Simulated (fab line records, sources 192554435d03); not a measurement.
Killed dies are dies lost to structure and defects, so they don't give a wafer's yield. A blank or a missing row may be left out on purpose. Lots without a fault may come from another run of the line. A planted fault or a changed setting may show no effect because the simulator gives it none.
Which tool did it? | flow n5_finfet | 24 lots, 72 wafers sampled, at 3 steps of a route of 1938

WHAT THE GAUGES READ, wafer by wafer
N5_BEOL_M11_OCD_MEAS_38. Usual: trench_depth_nm 149.0 nm, standard deviation 2.8.
lot  | measured     | on     | trench_depth_nm (nm) | flag
L074 | day 10 04:54 | ocd-02 | 148.2 144.3 144.4    |
L075 | day 10 05:19 | ocd-02 | 153.2 153.9 150.6    |
L076 | day 11 01:19 | ocd-02 | 153.7 150.5 153.4    |
L077 | day 11 01:32 | ocd-01 | 148.9 148.2 147.3    |
L078 | day 11 08:09 | ocd-01 | 150.3 146.9 143.8    |
L081 | day 12 01:08 | ocd-02 | 146.4 144.9 149.7    |
L079 | day 12 04:04 | ocd-02 | 146.0 147.9 151.5    |
L080 | day 12 04:28 | ocd-01 | 147.6 148.3 149.4    |
L082 | day 12 14:26 | ocd-02 | 153.6 154.0 151.8    |
L083 | day 13 01:53 | ocd-02 | 147.7 147.5 147.9    |
L084 | day 13 10:35 | ocd-01 | 147.9 144.5 150.2    |
L085 | day 13 14:02 | ocd-01 | 146.5 144.5 145.5    |
L086 | day 13 18:06 | ocd-02 | 149.3 150.0 148.8    |
L088 | day 14 03:22 | ocd-01 | 154.4 155.5 154.2    |
L087 | day 14 05:45 | ocd-01 | 150.7 145.8 146.0    |
L089 | day 14 09:40 | ocd-01 | 148.8 152.3 148.1    |
L091 | day 14 18:16 | ocd-02 | 150.1 153.3 150.5    |
L090 | day 14 18:37 | ocd-01 | 147.4 145.9 147.6    |
L093 | day 15 10:58 | ocd-02 | 151.8 150.6 147.9    |
L092 | day 15 11:23 | ocd-02 | 145.7 150.4 153.6    |
L095 | day 15 18:01 | ocd-01 | 145.1 147.6 145.9    |
L097 | day 15 19:32 | ocd-01 | 146.0 150.9 149.9    |
L094 | day 15 20:47 | ocd-02 | 149.1 151.5 151.2    |
L096 | day 15 22:16 | ocd-01 | 146.0 144.2 147.9    |

N5_BEOL_M11_CD_MEAS_35: target cd 70 nm. Usual: cd_nm 70.0 nm, standard deviation 0.63.
lot  | measured     | on        | cd_nm (nm)     | flag
L074 | day 10 05:03 | cd_sem-02 | 70.6 69.3 70.1 |
L075 | day 10 05:28 | cd_sem-01 | 69.7 71.1 70.9 |
L076 | day 11 01:28 | cd_sem-03 | 70.0 70.5 69.2 |
L077 | day 11 01:41 | cd_sem-01 | 70.5 70.2 70.1 |
L078 | day 11 08:18 | cd_sem-03 | 69.9 70.1 70.2 |
L081 | day 12 01:17 | cd_sem-02 | 70.2 69.7 70.1 |
L079 | day 12 04:21 | cd_sem-02 | 70.5 69.0 70.7 |
L080 | day 12 04:37 | cd_sem-02 | 68.9 69.8 69.3 |
L082 | day 12 14:35 | cd_sem-03 | 70.0 70.3 69.3 |
L083 | day 13 02:02 | cd_sem-03 | 70.3 69.6 69.5 |
L084 | day 13 10:44 | cd_sem-03 | 69.9 69.8 69.2 |
L085 | day 13 14:11 | cd_sem-02 | 70.2 70.1 71.6 |
L086 | day 13 18:15 | cd_sem-02 | 70.5 70.7 70.2 |
L088 | day 14 03:32 | cd_sem-03 | 69.5 69.4 70.5 |
L087 | day 14 05:55 | cd_sem-02 | 70.0 70.1 69.5 |
L089 | day 14 09:49 | cd_sem-03 | 70.0 70.2 70.6 |
L091 | day 14 18:25 | cd_sem-02 | 69.3 70.4 70.3 |
L090 | day 14 18:46 | cd_sem-03 | 68.9 69.4 68.7 |
L093 | day 15 11:07 | cd_sem-03 | 70.4 70.6 69.8 |
L092 | day 15 11:32 | cd_sem-02 | 69.5 70.2 69.6 |
L095 | day 15 18:10 | cd_sem-03 | 70.2 70.2 71.2 |
L097 | day 15 19:41 | cd_sem-03 | 71.3 70.0 70.1 |
L094 | day 15 20:56 | cd_sem-03 | 69.1 69.5 70.4 |
L096 | day 15 22:25 | cd_sem-02 | 69.6 69.6 69.5 |

WHICH TOOL RAN EACH LOT (tool, then ch and the chambers of the sampled wafers, then the start)
lot  | N5_BEOL_M11_CURE_71
L074 | uv_cure-02 ch 2, day 10 00:59
L075 | uv_cure-03 ch 0, day 10 01:08
L076 | uv_cure-02 ch 1, day 10 20:03
L077 | uv_cure-03 ch 1, day 10 21:04
L078 | uv_cure-02 ch 0, day 11 04:10
L081 | uv_cure-01 ch 2, day 11 20:22
L079 | uv_cure-03 ch 0, day 11 23:56
L080 | uv_cure-02 ch 0, day 12 00:06
L082 | uv_cure-01 ch 1, day 12 07:03
L083 | uv_cure-03 ch 2, day 12 20:47
L084 | uv_cure-03 ch 1, day 13 05:28
L085 | uv_cure-01 ch 2, day 13 07:41
L086 | uv_cure-01 ch 2, day 13 14:13
L088 | uv_cure-03 ch 2, day 13 20:50
L087 | uv_cure-01 ch 0, day 14 02:21
L089 | uv_cure-03 ch 2, day 14 07:02
L091 | uv_cure-01 ch 0, day 14 13:55
L090 | uv_cure-01 ch 1, day 14 15:28
L093 | uv_cure-03 ch 1, day 15 05:43
L092 | uv_cure-02 ch 1, day 15 06:14
L095 | uv_cure-02 ch 1, day 15 13:08
L097 | uv_cure-02 ch 1, day 15 14:33
L094 | uv_cure-03 ch 0, day 15 16:14
L096 | uv_cure-03 ch 2, day 15 19:02
- N5_BEOL_M11_CURE_71: cures SiCOH lowk, time 240 s.

WHAT THE TOOLS THEMSELVES READ (means of the sampled wafers that have a number; where no wafer has one, the mark that the record gives instead)
N5_BEOL_M11_CURE_71. Usual: lamp_power_pct 52.32 %, standard deviation 0.056; wafer_temp_C_max 386.6, standard deviation 0.82.
lot  | tool       | lamp_power_pct (%) | wafer_temp_C_max | flag
L074 | uv_cure-02 | 52.31              | 387.1            |
L075 | uv_cure-03 | 52.35              | 386.9            |
L076 | uv_cure-02 | 52.32              | 386.2            |
L077 | uv_cure-03 | 52.29              | 386.0            |
L078 | uv_cure-02 | 52.28              | 386.7            |
L081 | uv_cure-01 | 52.33              | 388.3            |
L079 | uv_cure-03 | 52.25              | 387.8            |
L080 | uv_cure-02 | 52.32              | 386.4            |
L082 | uv_cure-01 | 52.33              | 386.7            |
L083 | uv_cure-03 | 52.31              | 386.6            |
L084 | uv_cure-03 | 52.27              | 386.0            |
L085 | uv_cure-01 | 52.25              | 388.4            |
L086 | uv_cure-01 | 52.28              | 387.8            |
L088 | uv_cure-03 | 52.29              | 386.2            |
L087 | uv_cure-01 | 52.32              | 386.1            |
L089 | uv_cure-03 | 52.31              | 386.0            |
L091 | uv_cure-01 | 52.34              | 386.0            |
L090 | uv_cure-01 | 52.29              | 386.6            |
L093 | uv_cure-03 | 52.34              | 385.8            |
L092 | uv_cure-02 | 52.33              | 386.3            |
L095 | uv_cure-02 | 52.32              | 386.1            |
L097 | uv_cure-02 | 52.33              | 386.1            |
L094 | uv_cure-03 | 52.27              | 387.7            |
L096 | uv_cure-03 | 52.33              | 386.1            |

THE ANSWER, worked out from the rows above alone
Rule: a lot is off if the mean of its wafers that have a number lies more than 3 standard deviations from the usual mean. A lot without any number at a reading at which 4 lots or more have one is off too. The other lots that the step has rows for count as sound. The gauges are gone through in route order, then the tools' own readings, and for those a lot's mean is taken as printed above. The first step at which some lot is off is used, and at that step the reading that is off furthest; a lot without a number counts as furthest.
No lot is off at any reading shown: from this, nothing can be told.

WHAT THE SIMULATOR HAD PUT IN
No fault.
